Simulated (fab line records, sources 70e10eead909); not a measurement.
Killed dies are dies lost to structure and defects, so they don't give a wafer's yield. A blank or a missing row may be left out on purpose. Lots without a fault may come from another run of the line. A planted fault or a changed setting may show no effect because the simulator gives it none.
One fault seen from 2 desks | flow nand_harc | each desk has only its own numbers; what lay behind them comes last

THE METROLOGY DESK
What the gauges read, lot by lot, whatever tool the lot ran on: means of the sampled wafers that have a number. A lot is out of limits, marked OUT, if its mean lies more than 4 standard deviations from the usual mean; the brackets give that distance.
Columns: A = thk_nm at NHARC_A_ONON_D1_THK_MEAS_27, usual 998 nm; B = overlay_x_nm at NHARC_A_CHANNEL_HOLE_D1_OVL_MEAS_11, usual 0.1 nm; C = overlay_y_nm at NHARC_A_CHANNEL_HOLE_D1_OVL_MEAS_11, usual 0.0 nm
lot  | first seen here | A    | B    | C
L769 | day 8 00:26     | 1002 | 0.5  | -1.0
L770 | day 8 10:11     | 996  | 0.1  | -0.8
L771 | day 9 04:31     | 989  | 0.1  | -0.1
L772 | day 9 08:04     | 993  | -1.7 | 1.1
L774 | day 10 09:56    | 992  | 0.5  | 0.7
L773 | day 10 09:58    | 989  | 0.5  | -0.6
L775 | day 11 02:19    | 1006 | -1.4 | 0.1
L776 | day 11 15:52    | 1009 | 0.3  | 0.5
L778 | day 12 09:27    | 999  | -0.2 | -0.9
L779 | day 12 14:30    | 1004 | 1.3  | 0.4
L780 | day 12 22:43    | 1000 | 0.2  | 0.2
L785 | day 15 05:44    | 980  | -0.1 | 1.2
L788 | day 15 23:01    | 990  | 0.0  | -0.1
L789 | day 16 13:29    | 984  | 0.5  | 1.1
This desk's finding: nothing out of limits on any of the 14 lots.

THE DEFECT DESK
What the inspections along the route counted, lot by lot: means of the sampled wafers that have a number. A lot is out of limits, marked OUT, if its mean lies more than 4 standard deviations from the usual mean; the brackets give that distance.
Columns: A = raw_defect_count at NHARC_A_START_INSPECT_01, usual 3.6; B = raw_defect_count at NHARC_A_CHANNEL_HOLE_D1_INSPECT_12, usual 5.2
lot  | first seen here | A   | B
L769 | day 6 14:22     | 3.0 | 5.3
L770 | day 6 23:02     | 3.7 | 8.0
L771 | day 7 15:03     | 2.7 | 6.3
L772 | day 7 21:33     | 3.7 | 7.3
L774 | day 8 19:21     | 4.7 | 5.0
L773 | day 8 20:08     | 4.3 | 7.0
L775 | day 9 14:04     | 4.7 | 4.3
L776 | day 10 01:14    | 3.7 | 5.0
L778 | day 10 20:11    | 3.7 | 5.0
L779 | day 11 03:33    | 2.3 | 4.0
L780 | day 11 10:55    | 5.7 | 7.0
L785 | day 13 17:20    | 5.3 | 5.7
L788 | day 14 12:20    | 4.3 | 4.3
L789 | day 15 02:01    | 3.7 | 6.0
This desk's finding: nothing out of limits on any of the 14 lots.

PUT TOGETHER
The metrology desk saw nothing out of limits.
The defect desk saw nothing out of limits.

WHAT THE SIMULATOR HAD PUT IN
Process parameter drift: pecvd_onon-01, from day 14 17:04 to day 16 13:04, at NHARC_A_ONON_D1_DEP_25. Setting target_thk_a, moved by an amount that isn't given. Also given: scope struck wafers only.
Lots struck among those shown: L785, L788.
